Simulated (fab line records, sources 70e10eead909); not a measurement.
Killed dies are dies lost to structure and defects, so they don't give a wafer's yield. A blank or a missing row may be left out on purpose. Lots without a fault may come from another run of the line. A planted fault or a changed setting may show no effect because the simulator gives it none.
A struck lot beside a sound one | flow nand_harc | 15 steps out of a route of 1302
Sound: wafers L647.3, L647.4, L647.6. Struck: wafers L649.3, L649.4, L649.6. The cause comes at the end.
At each step with rows: each side's tool, then ch and its chambers, then its first start. Under that, the readings that differ: sound wafers | struck wafers | difference of the means | sigmas: that difference in standard deviations of wafers without a fault.
alike: readings whose means differ by less than 2 such deviations, and words and numbers that are the same on both sides. not compared: withheld readings, readings that some wafer has no value for, bounds like >300 that may hide the same value, and numbers for which the record gives no deviation and whose values overlap.
The two part at a step that has a row with sigmas, a row that says differs or no value, or rows on one side only. Numbers that don't overlap but have no deviation are shown without sigmas and don't part them. A reading that every wafer of one side lacks parts them only if that side has two wafers or more.

first, 5 steps without rows for these wafers: NHARC_P_GATE_SOFTBAKE_86 (time 95 s); NHARC_P_GATE_EBR_87; NHARC_P_GATE_EXPOSE_88 (exposes mask P HVN, target cd 2000 nm); NHARC_P_GATE_PEB_89 (peb time 85 s); NHARC_P_GATE_DEVELOP_90 (time 70 s).
NHARC_P_GATE_CD_MEAS_91: target cd 2000 nm.
  sound on cd_sem-01 ch 0, day 6 03:26; struck on cd_sem-01 ch 0, day 7 09:39
  alike: cd_nm
then, 1 step without rows for these wafers: NHARC_P_GATE_HARDBAKE_92 (time 80 s).
NHARC_P_GATE_DESCUM_93: chemistry O2, time 3 s.
  sound on rie_diel-05 ch 1,2, day 6 03:35; struck on rie_diel-05 ch 0,3, day 7 09:49
  alike: drypump_motor_current_A, oes_product_au, rf_vpp_V, showerhead_plenum_p_Torr, throttle_valve_pct
  not compared: rf_hours_counter_h
then, 1 step without rows for these wafers: NHARC_P_GATE_IMPLANT_94.
NHARC_P_GATE_STRIP_113: strips in N2/H2, time 740 s.
  sound on plasma_asher-01 ch 0,1, day 6 04:11; struck on plasma_asher-02 ch 0,1, day 7 12:09
  alike: drypump_motor_current_A, heater_power_w, rf_refl_power_W
  not compared: rf_hours_counter_h
NHARC_P_GATE_STRIP_95: strips in O2.
  sound on plasma_asher-01 ch 0,1, day 6 04:41; struck on plasma_asher-02 ch 0,1, day 7 12:39
  alike: drypump_motor_current_A, heater_power_w, rf_refl_power_W
  not compared: rf_hours_counter_h
then, 1 step without rows for these wafers: NHARC_P_GATE_STRIP_96 (strips in SPM, time 900 s).
NHARC_P_GATE_RTA_64: time 1 s.
  sound on rtp_anneal-02 ch 0, day 6 05:21; struck on rtp_anneal-01, day 7 13:15
  no value came back on the struck wafers for anneal_temp_c_max, lamp_power_pct (%), wafer_temp_C_max; on the sound wafers anneal_temp_c_max reads 1054.8 1054.8 1056.7
then, 1 step without rows for these wafers: NHARC_P_GATE_ETCH_77 (etches SiO2 in dHF, target depth 6 nm).
-- the record jumps here: 19 days lie between the struck wafers' starts before and after (it left off in module P_GATE and takes up again in module END, whose first step shown is number 1302 of the route) --
NHARC_END_SORT_01:
  the record has rows for the struck wafers here (prober-01 ch 0, day 26 20:50) and none for the sound ones

WHERE THEY PART
First at NHARC_P_GATE_RTA_64; last, within this record, at NHARC_END_SORT_01.

WHY: what the simulator had put in
Skipped step whole: rtp_anneal-01, from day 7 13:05 on, at NHARC_P_GATE_RTA_64. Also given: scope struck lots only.
